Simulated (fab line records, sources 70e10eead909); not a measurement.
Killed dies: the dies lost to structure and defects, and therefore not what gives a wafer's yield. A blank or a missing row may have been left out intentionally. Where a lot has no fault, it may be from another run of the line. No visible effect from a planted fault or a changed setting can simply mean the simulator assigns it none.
8D (eight disciplines) problem report, filled in by code -- flow nandHarc -- the parts of the form that need people (team, actions taken, sign-off) are left out

== 1. WHAT WENT WRONG ==
thkNm at NHARC_A_ONON_D1_THK_MEAS_14 reads a mean of 625 nm on 3 wafers of 3 lots; wafers without a fault read 1002 nm with a standard deviation of 12. That is -31 standard deviations from the usual mean.
The step: measures by ellipsometry.
The first sign was on wafer L732.1 at day 9 23:56, on filmMetro-01. At this step, 36 wafers from 13 lots have a number in the record. Rule for "out" (also "out of limits"): further than 4 standard deviations from the usual mean. All remaining wafers that have a number are taken as sound.

== 2. WHAT IT IS, AND WHAT IT ISN'T ==
question,is,is not
which readings at this step,thkNm,-
which lots,"L732, L733, L734","L722, L723, L735, L736, L738, L739, L741, L743, L744, L745"
which wafers of those lots,"L732.1, L733.1, L734.1","L732.6, L733.6, L734.4"
read on which gauges,filmMetro-01,-
when,from day 9 23:56,"up to then (7 sound wafers); but 26 sound wafers of L733, L734, L735, L736, L738, L739, L741, L743, L744, L745 came after"

== 3. SUSPECTS, AND WHAT RULES EACH OUT ==
Counting: a tool at a process step up to the reading stays a suspect if it ran every lot that is out. Sound lots after the first of them don't rule it out here, since some wafers of a struck lot are sound.
- the gauge at NHARC_A_ONON_D1_THK_MEAS_14 is ruled out. All the wafers that are out were read on filmMetro-01, but those of them that NHARC_END_SORT_01 has rows for are out there too, on other tools.
- pecvdOnon-02 at NHARC_A_ONON_D1_DEP_12 (target thk 1000 nm): kept. Every lot that is out went through it, the first being L732 (day 9 23:26); the last sound lot it ran before that was L723 (day 7 21:14).
After counting, what remains is pecvdOnon-02 at NHARC_A_ONON_D1_DEP_12.

== 4. THE CAUSE (what the simulator had put in) ==
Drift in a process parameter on pecvdOnon-02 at NHARC_A_ONON_D1_DEP_12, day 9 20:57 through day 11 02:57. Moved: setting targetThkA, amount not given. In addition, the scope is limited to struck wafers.
After counting, this tool was the only one left.

== 5. THE CHAIN OF EFFECTS, in route order ==
Rows list readings where the struck wafers' mean (over those with a number) sits beyond 3 standard deviations from the usual. Only readings for which the record gives a usual standard deviation are gone through. hours: the time from each lot's start at the first step in this table that gives one to its start at this step, as a median over the lots. sigmas: the change in usual standard deviations.
hours,step,reading,usual,on struck wafers,change,sigmas
0,NHARC_A_ONON_D1_THK_MEAS_14,thkNm,1002 nm,625,-377,-31
293,NHARC_END_SORT_01,killedAtArray,24,672,+648,+74
293,NHARC_END_SORT_01,killedDies,28,677,+649,+73

== 6. WHAT WOULD HAVE CAUGHT IT SOONER ==
In this record the first reading out of limits at a measuring or inspecting step was taken at day 9 23:56, 3 hours after the fault began at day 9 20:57.
An alarm limit of 4 standard deviations would not have fired on the tool readings at NHARC_A_ONON_D1_DEP_12 for which the record gives a usual standard deviation, since none of them was out on any struck wafer.
L733, L734, from the lots that are out (3), started NHARC_A_ONON_D1_DEP_12 on pecvdOnon-02 later than day 9 23:56. A hold on the tool at that time would have spared those 2.
